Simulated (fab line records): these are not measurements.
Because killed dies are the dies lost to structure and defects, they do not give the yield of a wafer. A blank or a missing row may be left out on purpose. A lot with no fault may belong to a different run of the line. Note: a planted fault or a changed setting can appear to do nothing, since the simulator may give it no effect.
Split-lot experiment || flow n5Finfet || 21 wafers read across 7 lots, on a route 1938 steps long

THE SPLIT
At N5_PASSIVATION_SPUTTER_20 (material TaN, target thk 50 nm), the setting targetThkA was moved away from the recipe's 500 angstrom on 7 of the 21 wafers read, by -12.5% to +10.2%. For the rest of the wafers, this setting stayed at what the recipe calls for.

The reading is taken at the split's own step.

THE READING
TaN_of_PASSIVATION_SPUTTER_20.thkNm (the simulator's own value, which no gauge read), in nm, at N5_PASSIVATION_SPUTTER_20 (material TaN, target thk 50 nm). No usual value for it is given in the file. Average 49.9 nm, standard deviation 0.44 nm, over the 14 wafers here run with the recipe.

{"wafer": "L077.2", "tool, chamber at the split": "pvdSputter-02, -", "targetThkA as run, angstrom": 437.7, "against the recipe": "-12.5%", "TaN_of_PASSIVATION_SPUTTER_20.thkNm, nm": 44.4, "against lot-mates on the recipe": -5.8}
{"wafer": "L077.3", "tool, chamber at the split": "pvdSputter-02, -", "targetThkA as run, angstrom": 437.7, "against the recipe": "-12.5%", "TaN_of_PASSIVATION_SPUTTER_20.thkNm, nm": 43.4, "against lot-mates on the recipe": -6.8}
{"wafer": "L077.5", "tool, chamber at the split": "pvdSputter-02, -", "targetThkA as run, angstrom": 500, "against the recipe": "recipe", "TaN_of_PASSIVATION_SPUTTER_20.thkNm, nm": 50.2, "against lot-mates on the recipe": "-"}
{"wafer": "L079.2", "tool, chamber at the split": "pvdSputter-01, -", "targetThkA as run, angstrom": 518.2, "against the recipe": "+3.6%", "TaN_of_PASSIVATION_SPUTTER_20.thkNm, nm": 51.4, "against lot-mates on the recipe": "+1.6"}
{"wafer": "L079.4", "tool, chamber at the split": "pvdSputter-01, -", "targetThkA as run, angstrom": 500, "against the recipe": "recipe", "TaN_of_PASSIVATION_SPUTTER_20.thkNm, nm": 49.8, "against lot-mates on the recipe": "-"}
{"wafer": "L079.6", "tool, chamber at the split": "pvdSputter-01, -", "targetThkA as run, angstrom": 518.2, "against the recipe": "+3.6%", "TaN_of_PASSIVATION_SPUTTER_20.thkNm, nm": 51.2, "against lot-mates on the recipe": "+1.4"}
{"wafer": "L081.4", "tool, chamber at the split": "pvdSputter-01, -", "targetThkA as run, angstrom": 500, "against the recipe": "recipe", "TaN_of_PASSIVATION_SPUTTER_20.thkNm, nm": 49.6, "against lot-mates on the recipe": "-"}
{"wafer": "L081.5", "tool, chamber at the split": "pvdSputter-01, -", "targetThkA as run, angstrom": 500, "against the recipe": "recipe", "TaN_of_PASSIVATION_SPUTTER_20.thkNm, nm": 49.6, "against lot-mates on the recipe": "-"}
{"wafer": "L081.6", "tool, chamber at the split": "pvdSputter-01, -", "targetThkA as run, angstrom": 500, "against the recipe": "recipe", "TaN_of_PASSIVATION_SPUTTER_20.thkNm, nm": 49.4, "against lot-mates on the recipe": "-"}
{"wafer": "L083.2", "tool, chamber at the split": "pvdSputter-03, -", "targetThkA as run, angstrom": 500, "against the recipe": "recipe", "TaN_of_PASSIVATION_SPUTTER_20.thkNm, nm": 50.4, "against lot-mates on the recipe": "-"}
{"wafer": "L083.3", "tool, chamber at the split": "pvdSputter-03, -", "targetThkA as run, angstrom": 500, "against the recipe": "recipe", "TaN_of_PASSIVATION_SPUTTER_20.thkNm, nm": 50.8, "against lot-mates on the recipe": "-"}
{"wafer": "L083.5", "tool, chamber at the split": "pvdSputter-03, -", "targetThkA as run, angstrom": 500, "against the recipe": "recipe", "TaN_of_PASSIVATION_SPUTTER_20.thkNm, nm": 50, "against lot-mates on the recipe": "-"}
{"wafer": "L084.1", "tool, chamber at the split": "pvdSputter-03, -", "targetThkA as run, angstrom": 500, "against the recipe": "recipe", "TaN_of_PASSIVATION_SPUTTER_20.thkNm, nm": 50.4, "against lot-mates on the recipe": "-"}
{"wafer": "L084.4", "tool, chamber at the split": "pvdSputter-03, -", "targetThkA as run, angstrom": 500, "against the recipe": "recipe", "TaN_of_PASSIVATION_SPUTTER_20.thkNm, nm": 50.4, "against lot-mates on the recipe": "-"}
{"wafer": "L084.6", "tool, chamber at the split": "pvdSputter-03, -", "targetThkA as run, angstrom": 500, "against the recipe": "recipe", "TaN_of_PASSIVATION_SPUTTER_20.thkNm, nm": 50, "against lot-mates on the recipe": "-"}
{"wafer": "L090.3", "tool, chamber at the split": "pvdSputter-03, -", "targetThkA as run, angstrom": 500, "against the recipe": "recipe", "TaN_of_PASSIVATION_SPUTTER_20.thkNm, nm": 49.2, "against lot-mates on the recipe": "-"}
{"wafer": "L090.4", "tool, chamber at the split": "pvdSputter-03, -", "targetThkA as run, angstrom": 551.2, "against the recipe": "+10.2%", "TaN_of_PASSIVATION_SPUTTER_20.thkNm, nm": 54.4, "against lot-mates on the recipe": "+5.0"}
{"wafer": "L090.5", "tool, chamber at the split": "pvdSputter-03, -", "targetThkA as run, angstrom": 500, "against the recipe": "recipe", "TaN_of_PASSIVATION_SPUTTER_20.thkNm, nm": 49.6, "against lot-mates on the recipe": "-"}
{"wafer": "L092.1", "tool, chamber at the split": "pvdSputter-01, -", "targetThkA as run, angstrom": 521.5, "against the recipe": "+4.3%", "TaN_of_PASSIVATION_SPUTTER_20.thkNm, nm": 52, "against lot-mates on the recipe": "+2.4"}
{"wafer": "L092.2", "tool, chamber at the split": "pvdSputter-01, -", "targetThkA as run, angstrom": 521.5, "against the recipe": "+4.3%", "TaN_of_PASSIVATION_SPUTTER_20.thkNm, nm": 51, "against lot-mates on the recipe": "+1.4"}
{"wafer": "L092.4", "tool, chamber at the split": "pvdSputter-01, -", "targetThkA as run, angstrom": 500, "against the recipe": "recipe", "TaN_of_PASSIVATION_SPUTTER_20.thkNm, nm": 49.6, "against lot-mates on the recipe": "-"}

FIT RESULTS
A straight line over all 21 wafers: TaN_of_PASSIVATION_SPUTTER_20.thkNm changes by +0.459 nm for each +1% of targetThkA; r = +0.98; the points scatter about the line by 0.48 nm.
The same after taking each lot's own level away (the mean of its wafers on the recipe; 21 wafers): +0.492 nm for each +1%; r = +0.99; scatter 0.31 nm.
According to that fit, moving targetThkA by its largest amount changes the reading by 6.1 nm.
Measured against the standard deviation above, the lots' own levels, which go from 49.40 to 50.40 nm, span 2.2 times it.
So the lot-to-lot level changes the slope little: the two slopes agree.
Check: -6.43 nm against its lot-mates is what the line predicts for one of the wafers moved furthest among these (-12.5%) when that wafer is left out of the fit. It came out at -5.8 nm against them.

THESE WAFERS: OTHER SPLITS
Other splits were also applied to these wafers ahead of the reading. Each is held against what the fit with the lots' levels taken away leaves over:
{"other split on the same wafers": "N5_BEOL_M14_PEB_26 pebTempC", "wafers away from the commonest value": 7, "r with TaN_of_PASSIVATION_SPUTTER_20.thkNm (lot level and that fit taken away)": "+0.13"}
{"other split on the same wafers": "N5_BEOL_M14_ETCH_68 timeS", "wafers away from the commonest value": 4, "r with TaN_of_PASSIVATION_SPUTTER_20.thkNm (lot level and that fit taken away)": "+0.04"}
{"other split on the same wafers": "N5_PASSIVATION_PECVD_01 timeS", "wafers away from the commonest value": 10, "r with TaN_of_PASSIVATION_SPUTTER_20.thkNm (lot level and that fit taken away)": -0.24}

THE FILE'S OWN FIT
TaN_of_PASSIVATION_SPUTTER_20.thkNm changes by +0.491 nm for each +1% of targetThkA, r = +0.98.
